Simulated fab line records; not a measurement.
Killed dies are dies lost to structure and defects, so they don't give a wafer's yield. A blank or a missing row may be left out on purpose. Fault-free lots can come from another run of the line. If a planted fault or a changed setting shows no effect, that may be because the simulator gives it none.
What tool caused it?    flow n5 finfet    11 lots, 33 wafers sampled, at 2 steps of a route of 1938

WHAT EACH GAUGE READ, for each wafer
N5_BEOL_M13_RS_MEAS_54: the measuring method here is four-point-probe. Usual: for M13_RS the level is 0.0448 ohm/sq and the standard deviation is 0.00071.
lot   measured      on             M13_RS (ohm/sq)       flag
L515  day 13 01:59  film metro-01  0.0444 0.0445 0.0446  
L514  day 13 03:11  film metro-02  0.0446 0.0446 0.0461  
L517  day 13 23:09  film metro-02  0.0449 0.0450 0.0450  
L521  day 14 12:41  film metro-02  0.0444 0.0456 0.0461  
L528  day 16 13:35  film metro-01  0.0450 0.0446 0.0442  
L525  day 16 16:10  film metro-01  0.0450 0.0446 0.0448  
L533  day 16 23:04  film metro-01  0.0447 0.0459 0.0458  
L532  day 17 20:46  film metro-01  0.0437 0.0436 0.0444  
L534  day 18 00:01  film metro-01  0.0448 0.0448 0.0445  
L535  day 18 14:08  film metro-01  0.0447 0.0446 0.0448  
L537  day 19 12:18  film metro-01  0.0447 0.0444 0.0449  

N5_BEOL_M14_OVL_MEAS_11. Usual: for V13_OVL the level is 1 nm and the standard deviation is 6.3.
lot   measured      on          V13_OVL (nm)  flag
L515  day 13 02:43  overlay-01  -5 -3 -9      
L514  day 13 03:46  overlay-02  5 3 3         
L517  day 13 23:44  overlay-02  -8 -2 -10     
L521  day 14 13:17  overlay-02  7 1 -6        
L528  day 16 14:11  overlay-01  2 6 5         
L525  day 16 16:52  overlay-02  -1 4 9        
L533  day 16 23:46  overlay-01  7 6 0         
L532  day 17 21:29  overlay-01  7 -2 -1       
L534  day 18 00:37  overlay-01  -2 -6 -9      
L535  day 18 14:43  overlay-01  -6 -3 -8      
L537  day 19 13:01  overlay-02  4 2 7         

WHAT TOOL EACH LOT RAN ON (gives the tool, then ch and the chambers of the sampled wafers, and finally the start)
The record shows no process step preceding these readings.

WHAT THE TOOLS THEMSELVES READ (means of the sampled wafers that have a number; where no wafer has one, the mark that the record gives instead)
The record holds no such reading with a usual standard deviation.

THE ANSWER, worked out from the rows above alone
Rule: take the mean of a lot's wafers that have a number; if it is more than 3 standard deviations from the usual mean, the lot is off. A lot without any number at a reading at which 4 lots or more have one is off too. The other lots that the step has rows for count as sound. Order of review: gauges by route order, followed by the tools' own readings, for which a lot's mean as printed above is used. At the first step where some lot is off, the reading lying furthest off is the one used; lots without a number count as furthest.
Across all readings shown, no lot is off: no conclusion can be drawn from this.

WHAT WAS PUT IN BY THE SIMULATOR
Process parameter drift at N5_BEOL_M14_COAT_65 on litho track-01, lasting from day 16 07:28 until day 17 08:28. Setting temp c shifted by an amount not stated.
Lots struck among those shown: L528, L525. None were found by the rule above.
